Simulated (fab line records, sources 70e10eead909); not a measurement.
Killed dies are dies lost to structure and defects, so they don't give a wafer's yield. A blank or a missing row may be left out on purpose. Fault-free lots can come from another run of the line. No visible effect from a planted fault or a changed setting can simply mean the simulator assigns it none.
Chamber matching -- flow nand-harc -- 4 sister chambers for NHARC_A_STAIRCASE_ALD_420 on ald-hk-02
The step deposits SiO2, target thk 20 nm, pulse time 6 s, ald cycles 200. 4 wafers are shown with their chamber, then 10 later ones without.

== WAFERS, EACH WITH ITS CHAMBER ==
wafer,chamber,heater-power-w (W)
L605.4,0,379
L606.1,1,464
L608.1,3,466
L608.3,2,410

== WAFERS WHOSE CHAMBER IS MISSING ==
wafer,heater-power-w (W)
L608.6,382
L611.1,418
L611.2,473
L611.4,373
L617.2,466
L617.4,462
L617.6,469
L618.2,426
L618.5,457
L618.6,425

== EACH ONE'S CHAMBER ==
wafer,from the rows above,in truth
L608.6,0,0
L611.1,2,2
L611.2,can't be placed: 3 or 1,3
L611.4,0,0
L617.2,can't be placed: 3 or 1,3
L617.4,can't be placed: 1 or 3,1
L617.6,can't be placed: 3 or 1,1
L618.2,2,2
L618.5,can't be placed: 1 or 3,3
L618.6,2,2
Correctly placed: 5 of 10. Unplaceable from these rows: 5, with the true chamber sitting among the candidates in 5. Wrongly placed: 0.
How it was worked out, from the rows above alone: a wafer's distance from a chamber is the root of the sum, over the readings, of the square of ((its reading less the chamber's mean) divided by the reading's scatter). The wafer belongs to the nearest chamber; if the next one is less than 2 further off, it can't be placed. The mean given for a chamber averages the wafers shown for that chamber. The scatter: with one shown wafer a chamber, the root of the mean of the squares of how far each hidden wafer lies from its nearest shown one.
